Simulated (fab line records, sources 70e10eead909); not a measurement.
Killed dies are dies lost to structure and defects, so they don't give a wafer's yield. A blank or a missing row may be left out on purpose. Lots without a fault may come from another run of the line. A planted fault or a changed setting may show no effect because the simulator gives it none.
fab line records | flow nand_harc
record lots=6 wafers=18 last_day=33
route steps=1302 shown A_DECK1_JOINT@539 A_ONON_D2@545 END@1302
lots that met no fault: from a run of the same line without faults
start_h: hours from the record's first day to the start of the lot's first wafer shown | wait_h: hours since the lot's step before | " the same as in the row above | L1.1+2: a row that stands for several wafers | - no value, or no start given | * or withheld: withheld | < > ~ a bound
route shown NAME@n: a module of which the file shows steps, and the number in the route of the first | usual: mean/standard deviation of fault-free wafers | same: alike in all rows | chamber/n: place in a boat | sites: the reading at each site | _std_site: their standard deviation | _edge_site: outer sites' mean less inner sites' | radius_mm: how far each site lies from the wafer's centre | mask NAME#n: copy n | behind: the tool/chamber that last shaped the wafer | hold: why the lot was held/for how many hours/how that ended | device: the transistor (n, p or np) that didn't switch | end of line: the same wafers' tests at the end of the route | a step without rows: its recipe alone | killed: dies lost to structure and defects at the first sort, not the wafer's yield | map: a wafer's dies, x killed, . not, _ none there
set.NAME: the setting as run; set.NAME@STEP: as run at that earlier step | model.NAME: the simulator's own value behind a step, which no gauge read
lots at some steps of the route; a table a step, a row a wafer
services: from which hour (start_h, from the record's first day; less than 0 if before it) a tool's chamber was out of use, for how many hours, and why
## steps
# step NHARC_A_DECK1_JOINT_CMP_02
# recipe material=SiOx
# usual motor_current_A=11.9/0.57
# columns lot.wafer tool chamber start_h wait_h motor_current_A
L151.2 cmp-04 1 382.70 0.4 12.7
L151.1 " 2 " " 12.3
L151.6 " 1 " " 12.8
L152.3 cmp-02 2 382.73 0.4 11.1
L152.1 " 3 " " 12.3
L152.5 " 1 " " 12.5
L157.2 cmp-02 1 434.64 0.4 13.1
L157.6 " 0 " " 11.9
L157.5 " 1 " " 12.5
L158.2 cmp-04 3 440.23 0.4 12.4
L158.1 " 0 " " 12.0
L158.4 " 1 " " 13.0
L160.3 cmp-02 2 462.24 0.4 10.7
L160.2 " 3 " " 11.6
L160.5 " 3 " " 12.1
L163.1 cmp-01 0 486.60 0.4 11.7
L163.5 " 3 " " 11.4
L163.6 " 0 " " 11.0
# step NHARC_A_DECK1_JOINT_SRD_15
# step NHARC_A_DECK1_JOINT_DEP_16
# recipe target_thk_a=450 temp_c=400 pressure_torr=6.5 rf_w=900 teos_flow_sccm=161.4 flow_sccm=2650 target_thk_nm=45 gas=O2 material=SiO2
# usual chamber_pressure_Torr=6.501/0.013 heater_power_w=540/110 susceptor_temp_C=399.99/0.2 throttle_valve_pct=16.0/0.58
# columns lot.wafer tool chamber start_h wait_h chamber_pressure_Torr heater_power_w since_wet_clean_h susceptor_temp_C throttle_valve_pct
L152.3 pecvd-01 0 383.11 0.1 6.498 593 59 400.26 15.9
L152.1 " 1 " " 6.514 653 59 400.11 16.4
L152.5 " 2 " " 6.499 308 - 400.14 16.3
L151.2 pecvd-03 1 383.11 0.1 6.508 451 4 399.99 15.5
L151.1 " 2 " " 6.491 673 4 399.65 16.7
L151.6 " 1 " " 6.500 457 - 399.98 15.5
L157.2 pecvd-03 2 435.06 0.1 6.478 683 56 399.88 16.7
L157.5 " 0 " " 6.490 478 - 400.14 15.8
L157.6 " 2 " " 6.494 677 - 400.26 16.5
L158.1 pecvd-02 1 440.59 0.1 6.498 560 19 400.00 14.7
L158.2 " 2 " " 6.500 554 19 399.86 16.8
L158.4 " 0 " " 6.510 654 - 399.80 15.5
L160.2 pecvd-03 0 462.62 0.1 6.490 397 84 399.80 15.9
L160.3 " 2 " " 6.498 573 84 400.37 16.5
L160.5 " 0 " " 6.487 404 - 399.88 16.0
L163.1 pecvd-02 1 486.99 0.1 6.491 522 66 400.02 14.7
L163.6 " 1 " " 6.498 513 - 400.16 14.5
L163.5 " 2 " " 6.500 592 - 399.87 16.4
# step NHARC_A_DECK1_JOINT_THK_MEAS_17
# recipe thk_meas_gauge=ellipsometry
# usual thk_nm=45.1/1.3
# columns lot.wafer tool chamber start_h wait_h thk_nm
L152.1 film_metro-01 - 383.39 0.2 45.4
L152.3 " - " " 45.7
L152.5 " - " " 46.6
L151.1 film_metro-01 - 383.39 0.2 44.2
L151.2 " - " " 43.5
L151.6 " - " " 45.7
L157.2 film_metro-01 - 435.28 0.2 43.7
L157.5 " - " " 44.8
L157.6 " - " " 46.4
L158.1 film_metro-02 - 440.88 0.3 45.0
L158.2 " - " " 45.1
L158.4 " - " " 44.9
L160.2 film_metro-01 - 462.90 0.3 45.0
L160.3 " - " " 44.5
L160.5 " - " " 42.8
L163.1 film_metro-01 - 487.24 0.2 44.0
L163.5 " - " " 46.0
L163.6 " - " " 45.4
# step NHARC_A_DECK1_JOINT_INSPECT_05
# usual raw_defect_count=344/130
# columns lot.wafer tool chamber start_h wait_h raw_defect_count
L152.1 defect_inspect-02 - 383.42 0.0 301
L152.3 " - " " 279
L152.5 " - " " 346
L151.1 defect_inspect-02 - 383.43 0.0 237
L151.2 " - " " 211
L151.6 " - " " 569
L157.2 defect_inspect-01 - 435.31 0.0 253
L157.5 " - " " 367
L157.6 " - " " 470
L158.1 defect_inspect-02 - 440.91 0.0 335
L158.2 " - " " 352
L158.4 " - " " 312
L160.2 defect_inspect-01 - 462.94 0.0 393
L160.3 " - " " 329
L160.5 " - " " 338
L163.1 defect_inspect-02 - 487.27 0.0 235
L163.5 " - " " 248
L163.6 " - " " 283
# step NHARC_A_ONON_D2_DEP_00
# recipe target_thk_a=10000 n2_flow_sccm=2750 n2o_flow_sccm=2000 nh3_flow_sccm=500 sih4_flow_sccm=210 temp_c=400
# step NHARC_A_ONON_D2_THK_MEAS_02
# recipe thk_meas_gauge=ellipsometry
# usual thk_nm=999/11
# columns lot.wafer tool chamber start_h wait_h thk_nm
L152.1 film_metro-01 - 384.00 - 999
L152.3 " - " " 995
L152.5 " - " " 997
L151.1 film_metro-01 - 384.01 - 1009
L151.2 " - " " 1006
L151.6 " - " " 1007
L157.2 film_metro-01 - 435.90 - 987
L157.5 " - " " 987
L157.6 " - " " 989
L158.1 film_metro-01 - 441.49 - 976
L158.2 " - " " 977
L158.4 " - " " 977
L160.2 film_metro-01 - 463.67 - 983
L160.3 " - " " 980
L160.5 " - " " 982
L163.1 film_metro-01 - 487.85 - 1006
L163.5 " - " " 1006
L163.6 " - " " 1006
# step NHARC_A_ONON_D2_DEP_03
# recipe target_thk_a=10000 n2_flow_sccm=2750 n2o_flow_sccm=2000 nh3_flow_sccm=500 sih4_flow_sccm=210 temp_c=400
# step NHARC_A_ONON_D2_THK_MEAS_05
# recipe thk_meas_gauge=ellipsometry
# usual thk_nm=1004/8.3
# columns lot.wafer tool chamber start_h wait_h thk_nm
L152.1 film_metro-01 - 384.57 - 996
L152.3 " - " " 995
L152.5 " - " " 994
L151.1 film_metro-01 - 384.57 - 1002
L151.2 " - " " 1001
L151.6 " - " " 1001
L157.2 film_metro-02 - 436.46 - 1002
L157.5 " - " " 999
L157.6 " - " " 1001
L158.1 film_metro-01 - 442.06 - 1009
L158.2 " - " " 1009
L158.4 " - " " 1009
L160.2 film_metro-02 - 464.24 - 992
L160.3 " - " " 993
L160.5 " - " " 991
L163.1 film_metro-02 - 488.43 - 1005
L163.5 " - " " 1006
L163.6 " - " " 1007
# step NHARC_A_ONON_D2_DEP_06
# recipe target_thk_a=10000 n2_flow_sccm=2750 n2o_flow_sccm=2000 nh3_flow_sccm=500 sih4_flow_sccm=210 temp_c=400
# step NHARC_A_ONON_D2_THK_MEAS_08
# recipe thk_meas_gauge=ellipsometry
# usual thk_nm=1000/9.7
# columns lot.wafer tool chamber start_h wait_h thk_nm
L152.1 film_metro-01 - 385.12 - 981
L152.3 " - " " 983
L152.5 " - " " 981
L151.1 film_metro-01 - 385.14 - 997
L151.2 " - " " 997
L151.6 " - " " 998
L157.2 film_metro-01 - 437.03 - 995
L157.5 " - " " 994
L157.6 " - " " 995
L158.1 film_metro-02 - 442.63 - 992
L158.2 " - " " 994
L158.4 " - " " 994
L160.2 film_metro-01 - 464.80 - 1011
L160.3 " - " " 1011
L160.5 " - " " 1009
L163.1 film_metro-01 - 488.99 - 1003
L163.5 " - " " 1004
L163.6 " - " " 1006
# step NHARC_A_ONON_D2_DEP_09
# recipe target_thk_a=10000 n2_flow_sccm=2750 n2o_flow_sccm=2000 nh3_flow_sccm=500 sih4_flow_sccm=210 temp_c=400
# usual n2_flow_sccm=2750/9.1 susceptor_temp_C=400.02/0.21
# columns lot.wafer tool chamber start_h wait_h n2_flow_sccm susceptor_temp_C
L152.1 pecvd_onon-01 0 385.18 0.1 2754 400.23
L152.3 " 0 " " 2754 399.74
L152.5 " 0 " " 2745 399.98
L151.1 pecvd_onon-03 0 385.19 0.1 2754 400.09
L151.2 " 0 " " 2755 399.94
L151.6 " 0 " " 2746 399.86
L157.2 pecvd_onon-01 0 437.14 0.1 2746 399.87
L157.5 " 0 " " 2755 400.00
L157.6 " 0 " " 2743 399.95
L158.1 pecvd_onon-04 0 442.68 0.1 2755 399.72
L158.2 " 0 " " 2749 399.95
L158.4 " 0 " " 2759 399.93
L160.2 pecvd_onon-01 0 464.91 0.1 2757 400.15
L160.3 " 0 " " 2760 399.98
L160.5 " 0 " " 2743 399.92
L163.1 pecvd_onon-04 0 489.05 0.1 2739 399.85
L163.5 " 0 " " 2747 400.23
L163.6 " 0 " " 2746 400.20
# step NHARC_A_ONON_D2_THK_MEAS_11
# recipe thk_meas_gauge=ellipsometry
# usual thk_nm=998/11
# columns lot.wafer tool chamber start_h wait_h thk_nm
L152.1 film_metro-01 - 385.69 - 1007
L152.3 " - " " 1007
L152.5 " - " " 1007
L151.1 film_metro-01 - 385.70 - 978
L151.2 " - " " 979
L151.6 " - " " 976
L157.2 film_metro-02 - 437.59 - 1000
L157.5 " - " " 1719
L157.6 " - " " 1718
L158.1 film_metro-01 - 443.19 - 1000
L158.2 " - " " 1000
L158.4 " - " " 1000
L160.2 film_metro-01 - 465.37 - 987
L160.3 " - " " 986
L160.5 " - " " 1705
L163.1 film_metro-02 - 489.55 - 978
L163.5 " - " " 980
L163.6 " - " " 978
# step NHARC_A_ONON_D2_DEP_12
# recipe target_thk_a=10000 n2_flow_sccm=2750 n2o_flow_sccm=2000 nh3_flow_sccm=500 sih4_flow_sccm=210 temp_c=400
# step NHARC_END_SORT_01
# recipe temp_c=25
# usual killed_at_array=47/18 killed_at_other=0.9/1.1 killed_at_periphery=4/3.1 killed_dies=52/18 killed_open=3.1/1.5 killed_short=2.4/1.5
# same gross_dies=677
# columns lot.wafer tool chamber start_h wait_h killed_at_array killed_at_other killed_at_periphery killed_dies killed_open killed_short
L151.1 prober-01 0 663.13 2.5 49 2 4 55 2 5
L151.2 prober-01 0 663.94 2.8 46 0 10 56 3 1
L151.6 prober-01 0 667.17 4.0 46 4 7 57 4 4
L152.1 prober-01 0 685.22 2.5 34 0 1 35 3 3
L152.3 prober-01 0 686.83 3.1 29 2 1 32 3 4
L152.5 prober-01 0 688.43 3.7 32 0 0 32 4 1
L157.2 prober-01 0 714.86 2.8 47 1 3 51 2 2
L157.5 prober-01 0 717.30 3.8 669 5 3 677 3 3
L157.6 prober-01 0 718.12 4.1 674 2 1 677 2 3
L158.1 prober-02 0 719.40 2.5 53 0 2 55 2 1
L158.2 prober-02 0 720.21 2.8 75 0 0 75 1 5
L158.4 prober-02 0 721.81 3.4 69 0 0 69 1 2
L160.2 prober-01 0 750.90 2.8 62 1 0 63 2 2
L160.3 prober-01 0 751.70 3.1 52 1 2 55 2 1
L160.5 prober-01 0 753.30 3.7 675 1 1 677 4 6
L163.1 prober-01 0 788.08 2.5 42 0 8 50 3 2
L163.5 prober-01 0 791.28 3.7 47 3 4 54 4 3
L163.6 prober-01 0 792.09 4.0 44 1 8 53 6 1
# killed by level:class
L151.1 A_SLIT:chamber_film_flake=22 A_CHANNEL_HOLE_D1:chamber_film_flake=8 A_STAIRCASE:chamber_film_flake=4 A_ONON_D1:geometric_particle:short=3 P_ZERO_WELL:chamber_film_flake=3 A_ZERO_WELL:chamber_film_flake=2 A_DECK1_JOINT:chamber_film_flake=2 THIN_TSV:chamber_film_flake=2
L151.2 A_SLIT:chamber_film_flake=25 A_STAIRCASE:chamber_film_flake=7 A_CHANNEL_HOLE_D1:chamber_film_flake=6 P_GATE:chamber_film_flake=3 P_M0:chamber_film_flake=3 A_CONTACT:chamber_film_flake=3 P_ZERO_WELL:chamber_film_flake=2 P_M0:geometric_particle:open=1
L151.6 A_SLIT:chamber_film_flake=23 A_STAIRCASE:chamber_film_flake=6 A_CHANNEL_HOLE_D1:chamber_film_flake=4 A_CONTACT:chamber_film_flake=4 A_ONON_D1:geometric_particle:short=2 A_ONON_D1:geometric_particle:open=2 P_STI:chamber_film_flake=2 P_GATE:chamber_film_flake=2
L152.1 A_CHANNEL_HOLE_D2:chamber_film_flake=13 A_CHANNEL_HOLE_D1:chamber_film_flake=5 A_WL_FILL:chamber_film_flake=3 A_CONTACT:chamber_film_flake=3 A_STAIRCASE:chamber_film_flake=2 A_ONON_D1:geometric_particle:short=1 A_CHANNEL_FILL_D1:geometric_particle:short=1 A_CHANNEL_FILL_D1:geometric_particle:open=1
L152.3 A_CHANNEL_HOLE_D2:chamber_film_flake=12 A_CHANNEL_HOLE_D1:chamber_film_flake=3 A_CHANNEL_FILL_D1:geometric_particle:short=2 A_BLC:geometric_particle:open=2 A_SLIT:chamber_film_flake=2 A_CONTACT:chamber_film_flake=2 THIN_TSV:chamber_film_flake=2 A_ONON_D1:geometric_particle:short=1
L152.5 A_CHANNEL_HOLE_D2:chamber_film_flake=14 A_SLIT:chamber_film_flake=4 A_SGD_CUT:geometric_particle:open=2 A_CHANNEL_HOLE_D1:chamber_film_flake=2 A_DECK1_JOINT:chamber_film_flake=2 A_ONON_D1:geometric_particle:open=1 A_CHANNEL_FILL_D1:geometric_particle:open=1 A_ONON_D2:geometric_particle:short=1
L157.2 A_CHANNEL_HOLE_D2:chamber_film_flake=17 A_SLIT:chamber_film_flake=9 A_CHANNEL_HOLE_D1:chamber_film_flake=9 A_CHANNEL_FILL_D2:chamber_film_flake=3 A_CONTACT:chamber_film_flake=2 P_M1:geometric_particle:short=1 A_CHANNEL_HOLE_D2:geometric_particle:open=1 A_WL_FILL:geometric_particle:short=1
L157.5 A_ONON_D2:area_dep=624 A_CHANNEL_HOLE_D2:chamber_film_flake=17 A_CHANNEL_HOLE_D1:chamber_film_flake=11 A_SLIT:chamber_film_flake=4 THIN_TSV:chamber_film_flake=4 P_GATE:chamber_film_flake=3 A_STAIRCASE:chamber_film_flake=3 A_CHANNEL_FILL_D2:chamber_film_flake=2
L157.6 A_ONON_D2:area_dep=635 A_CHANNEL_HOLE_D2:chamber_film_flake=15 A_CHANNEL_HOLE_D1:chamber_film_flake=11 A_STAIRCASE:chamber_film_flake=4 A_CONTACT:chamber_film_flake=3 THIN_TSV:chamber_film_flake=2 P_STI:geometric_particle:open=1 A_CHANNEL_FILL_D1:geometric_particle:short=1
L158.1 A_SLIT:chamber_film_flake=24 A_CHANNEL_HOLE_D1:chamber_film_flake=14 A_CONTACT:chamber_film_flake=5 A_DECK1_JOINT:chamber_film_flake=3 A_STAIRCASE:chamber_film_flake=3 P_M0:geometric_particle:open=1 A_CHANNEL_HOLE_D1:geometric_particle:open=1 A_CHANNEL_FILL_D2:geometric_particle:short=1
L158.2 A_CHANNEL_HOLE_D1:chamber_film_flake=36 A_SLIT:chamber_film_flake=22 A_CONTACT:chamber_film_flake=6 A_STAIRCASE:chamber_film_flake=2 A_WL_FILL:chamber_film_flake=2 A_ONON_D1:geometric_particle:short=1 A_CHANNEL_FILL_D1:geometric_particle:short=1 A_DECK1_JOINT:geometric_particle:short=1
L158.4 A_CHANNEL_HOLE_D1:chamber_film_flake=34 A_SLIT:chamber_film_flake=27 A_CONTACT:chamber_film_flake=2 A_ONON_D2:geometric_particle:open=1 A_CHANNEL_FILL_D2:geometric_particle:short=1 A_WL_FILL:geometric_particle:short=1 A_CHANNEL_FILL_D2:chamber_film_flake=1 A_STAIRCASE:chamber_film_flake=1
L160.2 A_CHANNEL_HOLE_D2:chamber_film_flake=18 A_CHANNEL_HOLE_D1:chamber_film_flake=10 A_SLIT:chamber_film_flake=8 A_STAIRCASE:chamber_film_flake=7 A_ZERO_WELL:chamber_film_flake=4 A_WL_FILL:chamber_film_flake=4 A_M0:chamber_film_flake=4 A_CONTACT:chamber_film_flake=3
L160.3 A_CHANNEL_HOLE_D2:chamber_film_flake=16 A_CHANNEL_HOLE_D1:chamber_film_flake=7 A_WL_FILL:chamber_film_flake=6 A_STAIRCASE:chamber_film_flake=6 A_M0:chamber_film_flake=6 A_CONTACT:chamber_film_flake=4 A_SLIT:chamber_film_flake=3 A_SGD_CUT:chamber_film_flake=2
L160.5 A_ONON_D2:area_dep=618 A_CHANNEL_HOLE_D2:chamber_film_flake=20 A_CHANNEL_HOLE_D1:chamber_film_flake=7 A_CONTACT:chamber_film_flake=7 A_STAIRCASE:chamber_film_flake=4 A_ONON_D2:geometric_particle:short=3 A_WL_FILL:chamber_film_flake=3 A_M0:chamber_film_flake=3
L163.1 A_CHANNEL_HOLE_D2:chamber_film_flake=18 A_CHANNEL_HOLE_D1:chamber_film_flake=8 P_M2:chamber_film_flake=6 A_SLIT:chamber_film_flake=5 A_CONTACT:chamber_film_flake=3 A_STAIRCASE:chamber_film_flake=2 P_CONTACT:geometric_particle:short=1 P_M1:geometric_particle:open=1
L163.5 A_CHANNEL_HOLE_D2:chamber_film_flake=22 A_CHANNEL_HOLE_D1:chamber_film_flake=12 A_CONTACT:chamber_film_flake=4 P_M2:chamber_film_flake=3 A_SLIT:chamber_film_flake=2 THIN_TSV:chamber_film_flake=2 A_CHANNEL_FILL_D1:geometric_particle:open=1 A_DECK1_JOINT:geometric_particle:open=1
L163.6 A_CHANNEL_HOLE_D2:chamber_film_flake=17 A_CHANNEL_HOLE_D1:chamber_film_flake=11 A_SLIT:chamber_film_flake=5 P_M2:chamber_film_flake=3 A_CONTACT:chamber_film_flake=3 P_M1:geometric_particle:open=2 P_M2:geometric_particle:open=2 A_ZERO_WELL:chamber_film_flake=2
# map L157.5 (x killed, . not)
____________x____________
_________xxxxxxx_________
_______xxxxxxxxxxx_______
______xxxxxxxxxxxxx______
_____xxxxxxxxxxxxxxx_____
____xxxxxxxxxxxxxxxxx____
____xxxxxxxxxxxxxxxxx____
___xxxxxxxxxxxxxxxxxxx___
___xxxxxxxxxxxxxxxxxxx___
__xxxxxxxxxxxxxxxxxxxxx__
__xxxxxxxxxxxxxxxxxxxxx__
_xxxxxxxxxxxxxxxxxxxxxxx_
_xxxxxxxxxxxxxxxxxxxxxxx_
_xxxxxxxxxxxxxxxxxxxxxxx_
_xxxxxxxxxxxxxxxxxxxxxxx_
_xxxxxxxxxxxxxxxxxxxxxxx_
xxxxxxxxxxxxxxxxxxxxxxxxx
xxxxxxxxxxxxxxxxxxxxxxxxx
xxxxxxxxxxxxxxxxxxxxxxxxx
xxxxxxxxxxxxxxxxxxxxxxxxx
xxxxxxxxxxxxxxxxxxxxxxxxx
_xxxxxxxxxxxxxxxxxxxxxxx_
_xxxxxxxxxxxxxxxxxxxxxxx_
_xxxxxxxxxxxxxxxxxxxxxxx_
_xxxxxxxxxxxxxxxxxxxxxxx_
_xxxxxxxxxxxxxxxxxxxxxxx_
__xxxxxxxxxxxxxxxxxxxxx__
__xxxxxxxxxxxxxxxxxxxxx__
___xxxxxxxxxxxxxxxxxxx___
___xxxxxxxxxxxxxxxxxxx___
____xxxxxxxxxxxxxxxxx____
____xxxxxxxxxxxxxxxxx____
_____xxxxxxxxxxxxxxx_____
______xxxxxxxxxxxxx______
_______xxxxxxxxxxx_______
_________xxxxxxx_________
____________x____________
# map L160.5 (x killed, . not)
____________x____________
_________xxxxxxx_________
_______xxxxxxxxxxx_______
______xxxxxxxxxxxxx______
_____xxxxxxxxxxxxxxx_____
____xxxxxxxxxxxxxxxxx____
____xxxxxxxxxxxxxxxxx____
___xxxxxxxxxxxxxxxxxxx___
___xxxxxxxxxxxxxxxxxxx___
__xxxxxxxxxxxxxxxxxxxxx__
__xxxxxxxxxxxxxxxxxxxxx__
_xxxxxxxxxxxxxxxxxxxxxxx_
_xxxxxxxxxxxxxxxxxxxxxxx_
_xxxxxxxxxxxxxxxxxxxxxxx_
_xxxxxxxxxxxxxxxxxxxxxxx_
_xxxxxxxxxxxxxxxxxxxxxxx_
xxxxxxxxxxxxxxxxxxxxxxxxx
xxxxxxxxxxxxxxxxxxxxxxxxx
xxxxxxxxxxxxxxxxxxxxxxxxx
xxxxxxxxxxxxxxxxxxxxxxxxx
xxxxxxxxxxxxxxxxxxxxxxxxx
_xxxxxxxxxxxxxxxxxxxxxxx_
_xxxxxxxxxxxxxxxxxxxxxxx_
_xxxxxxxxxxxxxxxxxxxxxxx_
_xxxxxxxxxxxxxxxxxxxxxxx_
_xxxxxxxxxxxxxxxxxxxxxxx_
__xxxxxxxxxxxxxxxxxxxxx__
__xxxxxxxxxxxxxxxxxxxxx__
___xxxxxxxxxxxxxxxxxxx___
___xxxxxxxxxxxxxxxxxxx___
____xxxxxxxxxxxxxxxxx____
____xxxxxxxxxxxxxxxxx____
_____xxxxxxxxxxxxxxx_____
______xxxxxxxxxxxxx______
_______xxxxxxxxxxx_______
_________xxxxxxx_________
____________x____________
## services
# columns tool chamber start_h hours kind
pecvd-02 2 362.65 27.5 repair
pecvd-03 0 362.80 5.5 repair
pecvd-03 - 366.13 13.0 pm
pecvd-03 1 366.13 13.0 vent_cycle
pecvd-03 2 366.13 13.0 vent_cycle
pecvd-02 0 366.28 7.9 repair
cmp-02 - 367.75 6.1 repair
cmp-04 - 368.08 1.6 repair
pecvd-03 0 379.13 - clean
pecvd-03 1 379.13 - clean
cmp-01 - 381.66 4.0 pm
pecvd-02 0 392.38 5.1 repair
cmp-02 - 406.93 1.9 repair
pecvd-02 - 408.20 13.0 pm
pecvd_onon-03 - 408.26 13.0 pm
cmp-04 - 414.11 4.0 pm
cmp-01 - 420.63 2.9 repair
pecvd-01 2 428.98 7.1 repair
cmp-02 - 430.05 4.0 pm
pecvd_onon-01 - 450.40 13.0 pm
cmp-02 - 455.21 2.5 repair
cmp-04 - 467.90 3.2 repair
pecvd-03 1 472.82 5.9 repair
cmp-01 - 479.73 4.0 pm
## key
first_sign step=NHARC_A_ONON_D2_THK_MEAS_11 reading=thk_nm direction=up sigmas=64 usual=998 struck=1714
effect step=NHARC_END_SORT_01 reading=killed_at_array direction=up sigmas=35 usual=47 struck=673
more_kills_born_at NHARC_A_ONON_D2_DEP_09@pecvd_onon-01=1877
met_at NHARC_A_ONON_D2_DEP_09
struck_wafers L157.5,L157.6,L160.5
later_rows_left_out L157.5,L157.6,L160.5
tester_left_out L157,L160
onset_between 385.18 437.14
fault kind=process_parameter_drift tool=pecvd_onon-01 chamber=- onset_h=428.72 steps=NHARC_A_ONON_D2_DEP_09 channel=target_thk_a offset=* shape=step end_h=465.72 scope=struck_wafers_only acts_in=* stated=*
# tester_left_out: of these lots the tester's yield and bins aren't shown, on N5 and GAA mostly nor the transistor test; their killed dies are dies lost to structure and defects alone, not to doping, threshold or leakage, so they don't give the yield
# later_rows_left_out: the simulator's readings of these wafers behind a module that went badly wrong aren't trusted and aren't shown, but for the sort
